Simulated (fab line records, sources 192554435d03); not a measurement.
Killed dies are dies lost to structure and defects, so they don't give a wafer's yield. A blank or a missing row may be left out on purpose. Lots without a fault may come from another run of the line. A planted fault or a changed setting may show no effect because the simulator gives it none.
Chamber matching | flow n5_finfet | N5_BEOL_M4_ETCH_70 on rie_diel-01: 4 sister chambers
The step etches SOC in N2/H2, target depth 80 nm, overetch 24 nm, time 130 s. 8 wafers are shown with their chamber, then 7 later ones without.

WAFERS WITH THEIR CHAMBER
wafer  | chamber | drypump_motor_current_A (A) | showerhead_plenum_p_Torr (Torr)
L547.5 | 3       | 6.2                         | 2.45
L548.4 | 2       | 5.7                         | 2.56
L548.6 | 2       | 5.7                         | 2.56
L551.1 | 0       | 6.2                         | 2.45
L551.2 | 3       | 6.2                         | 2.44
L551.3 | 1       | 5.0                         | 2.70
L554.3 | 0       | 6.3                         | 2.45
L554.4 | 1       | 5.0                         | 2.69

WAFERS WITHOUT THEIR CHAMBER
wafer  | drypump_motor_current_A (A) | showerhead_plenum_p_Torr (Torr)
L554.6 | 6.2                         | 2.44
L559.3 | 6.2                         | 2.44
L559.4 | 5.6                         | 2.55
L559.5 | 5.0                         | 2.69
L561.2 | 5.1                         | 2.68
L561.4 | 6.2                         | 2.44
L561.6 | 5.1                         | 2.68

WHICH CHAMBER EACH WENT THROUGH
wafer  | from the rows above     | in truth
L554.6 | can't be placed: 3 or 0 | 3
L559.3 | can't be placed: 3 or 0 | 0
L559.4 | 2                       | 2
L559.5 | 1                       | 1
L561.2 | 1                       | 1
L561.4 | can't be placed: 3 or 0 | 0
L561.6 | 1                       | 1
Placed correctly: 4 of 7. Can't be placed from these rows: 3 (the true chamber is among the candidates in 3). Placed wrongly: 0.
How it was worked out, from the rows above alone: a wafer's distance from a chamber is the root of the sum, over the readings, of the square of ((its reading less the chamber's mean) divided by the reading's scatter). The wafer belongs to the nearest chamber; if the next one is less than 2 further off, it can't be placed. A chamber's mean is the mean of its shown wafers. The scatter: the root of (the sum of the squares of (reading less its chamber's mean) over the shown wafers, divided by (wafers less chambers)).
